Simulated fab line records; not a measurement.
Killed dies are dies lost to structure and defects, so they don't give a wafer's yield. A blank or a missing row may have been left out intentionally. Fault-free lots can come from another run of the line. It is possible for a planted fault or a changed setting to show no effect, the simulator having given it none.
fab line records -- flow n5_finfet -- part 2 of 2: steps 24 to 29 of 29
record: lots: 5, wafers: 15, last_day: 16
route steps=1938 shown HKMG_FIN@413
lots with no fault: from the same line, run without faults
start_h: hours from the record's opening day to when the first of the lot's shown wafers began -- wait_h: hours elapsed since this lot's preceding step -- " repeats the value in the row above -- L1.1+2: one row covering several wafers at once -- - no value, or no start given -- * or withheld: withheld -- < > ~ a bound
route shown NAME@n: NAME is a module with steps in the file, n the number in the route of the first one -- usual: mean/standard deviation of fault-free wafers -- same: alike in all rows -- chamber/n: place in a boat -- sites: each site's reading -- _std_site: the values' standard deviation -- _edge_site: inner sites' mean taken away from outer sites' mean -- radius_mm: for every site, how far away it sits from the centre of the wafer -- mask NAME#n: copy n -- behind: the tool/chamber that last shaped the wafer -- hold: why the lot was held/for how many hours/how that ended -- device: which transistor (n, p or np) failed to switch -- end of line: tests run on the same wafers once the route is complete -- for a step that has no rows: nothing shown but its recipe -- killed: dies lost to structure and defects at the first sort, not the wafer's yield -- map: the dies of a wafer, with x for killed, . for not killed, _ for no die there
set.NAME: the run value of the setting; set.NAME@STEP: its run value at that earlier step -- model.NAME: the simulator's own value behind a step, which no gauge read
certain route steps with their lots: each step a table, each wafer a row
services: a tool's chamber out of use, with start hour (start_h, from the record's first day; less than 0 if before it), hours out, and reason
== steps ==
step: N5_HKMG_FIN_STRIP_33
recipe: chemistry: N2/H2, temp_c: 40, n2_flow_sccm: 200, h2_flow_sccm: 200, rf_frequency_hz: 6e+07
lot.wafer,tool,chamber,start_h,wait_h
L079.3+4+5,rie_diel-04,"1,3,0",109.05,0.1
L085.2+3+6,rie_diel-01,"2,0,2",142.92,0.1
L087.1+2+5,rie_diel-01,"1,0,1",156.60,0.1
L089.3+5+6,rie_diel-04,"3,3,0",169.61,0.1
L094.2+3+4,rie_diel-05,"3,0,1",196.64,0.1
step: N5_HKMG_FIN_STRIP_34
recipe: chemistry: CF4, resist: SiARC, power_w: 300, bias_power_w: 75, pressure_mtorr: 50, cf4_flow_sccm: 150, rf_frequency_hz: 6e+07
usual: drypump_motor_current_A: 6.0/0.47, oes_product_au: 0.76/0.069, rf_fwd_power_W: 293.8/1.4, rf_vpp_V: 271.2/1.5, showerhead_plenum_p_Torr: 1.80/0.054, throttle_valve_pct: 13.57/0.16
lot.wafer,tool,chamber,start_h,wait_h,drypump_motor_current_A,oes_product_au,rf_fwd_power_W,rf_hours_counter_h,rf_vpp_V,showerhead_plenum_p_Torr,throttle_valve_pct
L079.3,rie_diel-04,1,109.06,0.0,5.7,0.80,291.7,101,272.3,1.81,13.74
L079.4,rie_diel-04,3,109.06,0.0,5.6,0.74,295.7,166,272.0,1.85,13.35
L079.5,rie_diel-04,0,109.06,0.0,6.6,0.72,-,-,270.4,1.72,13.49
L085.2,rie_diel-01,2,142.93,0.0,6.6,0.71,294.5,191,271.8,1.79,13.66
L085.3,rie_diel-01,0,142.93,0.0,5.5,0.88,297.2,45,271.2,1.83,13.75
L085.6,rie_diel-01,2,142.93,0.0,6.6,0.71,-,-,270.8,1.79,13.65
L087.1,rie_diel-01,1,156.61,0.0,6.6,0.87,292.2,55,272.2,1.82,13.75
L087.2,rie_diel-01,0,156.61,0.0,5.5,0.87,296.1,50,271.8,1.83,13.76
L087.5,rie_diel-01,1,156.61,0.0,6.5,0.86,291.9,-,270.7,1.82,13.77
L089.3,rie_diel-04,3,169.62,0.0,5.7,0.73,292.6,186,272.3,1.84,13.40
L089.5,rie_diel-04,3,169.62,0.0,5.7,0.72,294.1,-,272.8,1.84,13.40
L089.6,rie_diel-04,0,169.62,0.0,6.6,0.70,-,-,269.8,1.71,13.54
L094.2,rie_diel-05,3,196.65,0.0,5.5,0.76,295.1,136,272.8,1.87,13.69
L094.3,rie_diel-05,0,196.65,0.0,5.6,0.81,293.3,93,271.0,1.74,13.46
L094.4,rie_diel-05,1,196.65,0.0,6.3,0.97,294.1,3,270.6,1.84,13.20
step: N5_HKMG_FIN_ETCH_35
recipe: chemistry: N2/H2, target: SOC, target_depth_a: 2158, ion_energy_ev: 65, bias_w: 5, source_w: 3000, time_s: 243.4, pressure_mtorr: 30, n2_flow_sccm: 200, h2_flow_sccm: 200
usual: drypump_motor_current_A: 6.0/0.47, oes_product_au: 0.77/0.07, rf_fwd_power_W: 2991/9.4, rf_vpp_V: 141.7/1, showerhead_plenum_p_Torr: 2.55/0.084, throttle_valve_pct: 17.76/0.22
lot.wafer,tool,chamber,start_h,wait_h,drypump_motor_current_A,oes_product_au,rf_fwd_power_W,rf_hours_counter_h,rf_vpp_V,showerhead_plenum_p_Torr,throttle_valve_pct
L079.3,rie_diel-04,1,109.08,0.0,5.7,0.81,2985,101,141.5,2.56,18.08
L079.4,rie_diel-04,3,109.08,0.0,5.7,0.75,2998,166,140.5,2.64,17.53
L079.5,rie_diel-04,0,109.08,0.0,6.6,0.72,2995,-,140.4,2.42,17.65
L085.2,rie_diel-01,2,142.95,0.0,6.6,0.71,2992,191,142.0,2.52,17.81
L085.3,rie_diel-01,0,142.95,0.0,5.5,0.89,2996,45,141.8,2.59,18.06
L085.6,rie_diel-01,2,142.95,0.0,6.6,0.70,2986,-,141.6,2.52,17.78
L087.1,rie_diel-01,1,156.63,0.0,6.6,0.87,2976,55,142.1,2.58,18.22
L087.2,rie_diel-01,0,156.63,0.0,5.5,0.88,2995,50,141.6,2.58,18.09
L087.5,rie_diel-01,1,156.63,0.0,6.6,0.87,2973,-,143.3,2.58,18.21
L089.3,rie_diel-04,3,169.64,0.0,5.7,0.73,2995,186,143.0,2.63,17.56
L089.5,rie_diel-04,3,169.64,0.0,5.7,0.73,3002,-,140.5,2.63,17.56
L089.6,rie_diel-04,0,169.64,0.0,6.6,0.70,2993,-,139.9,2.41,17.70
L094.2,rie_diel-05,3,196.67,0.0,5.6,0.77,2983,136,142.8,2.65,17.85
L094.3,rie_diel-05,0,196.67,0.0,5.6,0.81,2994,93,142.4,2.45,17.55
L094.4,rie_diel-05,1,196.67,0.0,6.3,0.97,2993,3,141.6,2.61,17.41
step: N5_HKMG_FIN_STRIP_92
recipe: chemistry: N2/H2, material: SOC, time_s: 20, power_w: 500, temp_c: 40, pressure_mtorr: 50, rf_frequency_hz: 6e+07, bias_power_w: 8, h2_frac: 0.5, n2_flow_sccm: 300, h2_flow_sccm: 300
usual: drypump_motor_current_A: 6.0/0.47, oes_product_au: 0.77/0.071, rf_fwd_power_W: 496.2/1.7, rf_vpp_V: 54.3/0.8, showerhead_plenum_p_Torr: 3.37/0.11, throttle_valve_pct: 18.9/0.36
lot.wafer,tool,chamber,start_h,wait_h,drypump_motor_current_A,oes_product_au,rf_fwd_power_W,rf_hours_counter_h,rf_vpp_V,showerhead_plenum_p_Torr,throttle_valve_pct
L079.3,rie_diel-04,1,109.23,0.1,5.7,0.81,494.2,101,55.4,3.38,19.4
L079.4,rie_diel-04,3,109.23,0.1,5.7,0.75,497.1,166,55.8,3.48,18.6
L079.5,rie_diel-04,0,109.23,0.1,6.6,0.71,497.6,-,54.3,3.20,18.8
L085.2,rie_diel-01,2,143.10,0.1,6.6,0.72,493.7,191,54.6,3.33,18.9
L085.3,rie_diel-01,0,143.10,0.1,5.5,0.89,495.7,45,54.9,3.41,19.2
L085.6,rie_diel-01,2,143.10,0.1,6.6,0.71,496.7,-,54.0,3.33,18.9
L087.1,rie_diel-01,1,156.78,0.1,6.7,0.87,496.9,55,55.0,3.41,19.9
L087.2,rie_diel-01,0,156.78,0.1,5.5,0.88,498.0,50,53.5,3.41,19.2
L087.5,rie_diel-01,1,156.78,0.1,6.6,0.88,495.9,-,54.7,3.41,19.9
L089.3,rie_diel-04,3,169.79,0.1,5.7,0.73,495.3,186,54.9,3.47,18.7
L089.5,rie_diel-04,3,169.79,0.1,5.7,0.73,497.3,-,54.0,3.47,18.7
L089.6,rie_diel-04,0,169.79,0.1,6.6,0.70,496.0,-,52.4,3.19,18.8
L094.2,rie_diel-05,3,196.82,0.1,5.6,0.77,497.0,136,53.8,3.50,18.7
L094.3,rie_diel-05,0,196.82,0.1,5.6,0.81,495.1,93,52.1,3.25,18.4
L094.4,rie_diel-05,1,196.82,0.1,6.3,0.97,499.1,3,54.1,3.44,18.4
step: N5_HKMG_FIN_WET_ETCH_18
recipe: chemistry: SC1, target: TiN, mix: 1:1:5, temp_c: *, time_s: 55, target_depth_nm: 5.2, dry: ipa_marangoni, rinse_time_s: 30, rinse_temp_c: 23
usual: rinse_temp_c: *
lot.wafer,tool,chamber,start_h,wait_h,rinse_temp_c
L079.3,wet_bench-06,0,109.31,0.1,*
L079.4,wet_bench-06,7,109.31,0.1,*
L079.5,wet_bench-06,6,109.31,0.1,*
L085.2,wet_bench-04,4,143.18,0.1,*
L085.3,wet_bench-04,6,143.18,0.1,*
L085.6,wet_bench-04,7,143.18,0.1,*
L087.1,wet_bench-01,3,156.86,0.1,*
L087.2,wet_bench-01,1,156.86,0.1,*
L087.5,wet_bench-01,2,156.86,0.1,*
L089.3,wet_bench-06,1,169.87,0.1,*
L089.5,wet_bench-06,7,169.87,0.1,*
L089.6,wet_bench-06,2,169.87,0.1,*
L094.2,wet_bench-01,6,196.90,0.1,*
L094.3,wet_bench-01,2,196.90,0.1,*
L094.4,wet_bench-01,1,196.90,0.1,*
step: N5_HKMG_FIN_STRIP_19
recipe: chemistry: N2/H2, power_w: 2500, temp_c: 300, h2_frac: 0.65, time_s: 360, pressure_mtorr: withheld, n2_flow_sccm: 1750, h2_flow_sccm: 3250
usual: drypump_motor_current_A: 6.1/0.3, heater_power_w: 438/24
lot.wafer,tool,chamber,start_h,wait_h,drypump_motor_current_A,heater_power_w,rf_hours_counter_h
L079.3,plasma_asher-01,1,109.49,0.1,5.9,400,-
L079.4,plasma_asher-01,0,109.49,0.1,5.8,443,-
L079.5,plasma_asher-01,1,109.49,0.1,5.9,397,-
L085.2,plasma_asher-02,1,143.24,0.0,6.5,451,101
L085.3,plasma_asher-02,1,143.24,0.0,6.4,455,-
L085.6,plasma_asher-02,1,143.24,0.0,6.5,451,-
L087.1,plasma_asher-02,1,156.93,0.0,6.5,449,105
L087.2,plasma_asher-02,0,156.93,0.0,6.4,464,105
L087.5,plasma_asher-02,1,156.93,0.0,6.4,452,-
L089.3,plasma_asher-02,0,170.06,0.1,6.4,460,-
L089.5,plasma_asher-02,1,170.06,0.1,6.5,463,-
L089.6,plasma_asher-02,0,170.06,0.1,6.4,473,-
L094.2,plasma_asher-01,0,196.97,0.0,5.7,441,62
L094.3,plasma_asher-01,1,196.97,0.0,5.9,398,-
L094.4,plasma_asher-01,0,196.97,0.0,5.7,435,-
== services ==
tool,chamber,start_h,hours,kind
rie_diel-01,-,88.48,28.1,pm
arfi_scanner-03,-,89.32,0.4,repair
arfi_scanner-03,-,99.10,1.5,pm
rie_diel-04,-,101.30,0.5,repair
ald_metal-01,-,112.91,0.6,repair
arfi_scanner-01,-,115.65,1.2,repair
rie_diel-05,2,119.71,1.5,repair
plasma_asher-02,-,123.16,4.3,pm
arfi_scanner-03,-,123.35,1.3,pm
ald_metal-03,-,131.62,0.8,repair
litho_track-05,-,134.66,-,consumable_replace:filter
arfi_scanner-01,-,135.37,1.0,pm
litho_track-05,-,142.73,-,consumable_replace:filter
arfi_scanner-01,-,153.17,0.8,pm
ald_metal-03,-,159.25,6.0,pm
rie_diel-04,1,160.26,9.4,repair
arfi_scanner-03,-,171.97,1.0,pm
ald_metal-01,-,173.87,2.8,pm
rie_diel-04,2,175.20,-,clean
arfi_scanner-01,-,178.40,1.3,pm
ald_metal-03,1,179.37,12.1,repair
arfi_scanner-03,-,180.83,1.0,pm
rie_diel-01,-,182.64,29.3,repair
ald_metal-01,2,195.64,10.1,repair
